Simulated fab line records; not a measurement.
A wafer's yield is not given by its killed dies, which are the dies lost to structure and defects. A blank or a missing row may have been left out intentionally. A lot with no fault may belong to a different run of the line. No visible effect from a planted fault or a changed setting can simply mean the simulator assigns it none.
Chamber matching / flow n5 finfet / N5_MIM_TOP_ALD_00 on ald hk-01: 4 sister chambers
The step deposits Al2O3, purge time 3 s, co reactant pulse time 3 s. 14 wafers are shown with their chamber, then 6 later ones without.

## WAFERS PAIRED WITH THEIR CHAMBERS
wafer=L481.2; chamber=1; precursor pulse height rel=0.997
wafer=L481.5; chamber=2; precursor pulse height rel=1.012
wafer=L482.2; chamber=0; precursor pulse height rel=0.996
wafer=L482.5; chamber=3; precursor pulse height rel=0.977
wafer=L482.6; chamber=2; precursor pulse height rel=1.021
wafer=L485.1; chamber=3; precursor pulse height rel=0.998
wafer=L485.2; chamber=1; precursor pulse height rel=1.008
wafer=L485.3; chamber=0; precursor pulse height rel=0.995
wafer=L486.2; chamber=2; precursor pulse height rel=0.989
wafer=L486.4; chamber=1; precursor pulse height rel=1.023
wafer=L486.6; chamber=3; precursor pulse height rel=0.977
wafer=L492.3; chamber=0; precursor pulse height rel=1.052
wafer=L492.4; chamber=2; precursor pulse height rel=0.997
wafer=L492.5; chamber=1; precursor pulse height rel=1.017

SIGNATURES (means of the wafers above)
reading=precursor pulse height rel; chamber 0=1.01433; chamber 1=1.01125; chamber 2=1.00475; chamber 3=0.98400; scatter within a chamber=0.0185
Rule: a wafer lies at a distance from a chamber equal to the root of the sum of squares, over the readings, of (its reading less the chamber's mean, divided by the reading's scatter). The wafer belongs to the nearest chamber; if the next one is less than 2 further off, it can't be placed. The scatter is the square root of a quotient: the sum, over the shown wafers, of each reading's squared deviation from its chamber's mean, divided by wafers minus chambers.

## WAFERS WITHOUT THEIR CHAMBER
wafer=L502.1; precursor pulse height rel=0.975
wafer=L502.3; precursor pulse height rel=0.993
wafer=L502.6; precursor pulse height rel=1.020
wafer=L501.1; precursor pulse height rel=1.013
wafer=L501.4; precursor pulse height rel=0.986
wafer=L501.5; precursor pulse height rel=1.030

## THE CHAMBER EACH PASSED THROUGH
wafer=L502.1; from the rows above=can't be placed: 3 or 2 or 1 or 0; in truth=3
wafer=L502.3; from the rows above=can't be placed: 3 or 2 or 1 or 0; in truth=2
wafer=L502.6; from the rows above=can't be placed: 0 or 1 or 2 or 3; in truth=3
wafer=L501.1; from the rows above=can't be placed: 0 or 1 or 2 or 3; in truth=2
wafer=L501.4; from the rows above=can't be placed: 3 or 2 or 1 or 0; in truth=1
wafer=L501.5; from the rows above=can't be placed: 0 or 1 or 2 or 3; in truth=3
Correct placement for 0 of the 6. Not placeable from these rows: 6 (in 6, the candidates include the true chamber). Wrongly placed: 0.
